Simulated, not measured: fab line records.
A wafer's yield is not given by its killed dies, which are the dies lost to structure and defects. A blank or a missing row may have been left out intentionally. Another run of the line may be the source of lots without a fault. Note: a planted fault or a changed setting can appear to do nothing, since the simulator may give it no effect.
2 desks, one fault :: flow n5Finfet :: only its own numbers are on each desk; what lay behind them is given at the end

## METROLOGY DESK
What the gauges read for every lot (on any tool): the sampled wafers with a number, averaged. A lot is out of limits, marked OUT, if its mean lies more than 4 standard deviations from the usual mean; the brackets give that distance. It has 10 readings; the 7 that lie furthest out on some lot are the ones shown.
Columns: A = DIBL_N at N5_BEOL_M4_RC_MEAS_101, usual 36.0 mV/V; B = DIBL_P at N5_BEOL_M4_RC_MEAS_101, usual 36.2 mV/V; C = IOFF_N at N5_BEOL_M4_RC_MEAS_101, usual 0.16 nA/um; D = IOFF_P at N5_BEOL_M4_RC_MEAS_101, usual 0.21 nA/um; E = SS_N at N5_BEOL_M4_RC_MEAS_101, usual 71.4 mV/dec; F = SS_P at N5_BEOL_M4_RC_MEAS_101, usual 73.2 mV/dec; G = VT_N at N5_BEOL_M4_RC_MEAS_101, usual 250 mV
lot: L468
first seen here: day 9 10:32
A: 38.9
B: 37.5
C: 0.20
D: 0.23
E: 72.2
F: 73.8
G: 248

lot: L466
first seen here: day 9 13:01
A: 35.0
B: 35.5
C: 0.15
D: 0.19
E: 71.1
F: 73.6
G: 249

lot: L467
first seen here: day 9 15:42
A: 32.6
B: 33.6
C: 0.12
D: 0.17
E: 70.6
F: 72.2
G: 253

lot: L471
first seen here: day 10 20:53
A: 35.9
B: 37.6
C: 0.16
D: 0.23
E: 71.7
F: 73.7
G: 251

lot: L474
first seen here: day 11 00:42
A: 38.2
B: 38.9
C: 0.20
D: 0.23
E: 71.9
F: 73.7
G: 247

lot: L476
first seen here: day 12 00:44
A: 34.8
B: 33.4
C: 0.14
D: 0.20
E: 71.3
F: 72.6
G: 251

lot: L478
first seen here: day 12 07:36
A: 39.1
B: 39.1
C: 0.20
D: 0.25
E: 72.0
F: 73.9
G: 248

lot: L477
first seen here: day 12 09:06
A: 33.9
B: 35.5
C: 0.14
D: 0.19
E: 71.4
F: 73.1
G: 251

lot: L483
first seen here: day 13 14:58
A: 34.2
B: 32.8
C: 0.12
D: 0.17
E: 70.4
F: 72.8
G: 254

lot: L486
first seen here: day 14 04:13
A: 36.4
B: 36.1
C: 0.16
D: 0.18
E: 71.7
F: 72.9
G: 250
This desk's verdict: no lot among the 10 shows anything out of limits.

## THE TOOL OWNER'S DESK: pecvd-03
The tool's own readings at N5_BEOL_M0_SAQP_PECVD_96 (deposits a-Si from SiH4/He, target thk 45 nm, time 45.2 s): means of the sampled wafers that have a number, for each lot that ran on this tool. A lot is out of limits, marked OUT, if its mean lies more than 4 standard deviations from the usual mean; the brackets give that distance.
Columns: A = heaterPowerW at N5_BEOL_M0_SAQP_PECVD_96, usual 697 W; B = runLengthS at N5_BEOL_M0_SAQP_PECVD_96, usual 81.3 s; C = showerheadPlenumPTorr at N5_BEOL_M0_SAQP_PECVD_96, usual 5.69 Torr; D = throttleValvePct at N5_BEOL_M0_SAQP_PECVD_96, usual 18.7 %
lot: L466
first seen here: day 5 14:22
A: 730
B: 81.3
C: 5.72
D: 19.1

lot: L474
first seen here: day 7 12:59
A: 664
B: 81.4
C: 5.75
D: 18.0

lot: L476
first seen here: day 7 23:55
A: 751
B: 80.8
C: 5.76
D: 17.3

lot: L478
first seen here: day 8 12:25
A: 752
B: 80.7
C: 5.76
D: 17.6

lot: L483
first seen here: day 9 20:53
A: 712
B: 84.9 (+7.1) OUT
C: 5.70
D: 20.8

lot: L486
first seen here: day 10 15:17
A: 712
B: 84.7 (+6.6) OUT
C: 5.70
D: 19.1
This desk's finding: out of limits on L483, L486; first on L483, day 9 20:53 (runLengthS at N5_BEOL_M0_SAQP_PECVD_96). L466, L474, L476, L478 stayed within limits.

## PUT TOGETHER
The tool owner's desk had the chance to raise an alarm at day 9 20:53 on L483, L486.
Metrology desk: nothing out of limits seen.
The metrology desk has L483, L486 on record, within its limits.
The lots listed all ran N5_BEOL_M0_SAQP_PECVD_96 on pecvd-03.

## WHAT THE SIMULATOR PUT IN
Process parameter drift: pecvd-03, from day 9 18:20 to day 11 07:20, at N5_BEOL_M0_SAQP_PECVD_96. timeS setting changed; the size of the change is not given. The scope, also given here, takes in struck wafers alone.
Lots struck among those shown: L483, L486.
Hours from the fault's start to each desk's first reading out of limits: the tool owner's desk, 3.
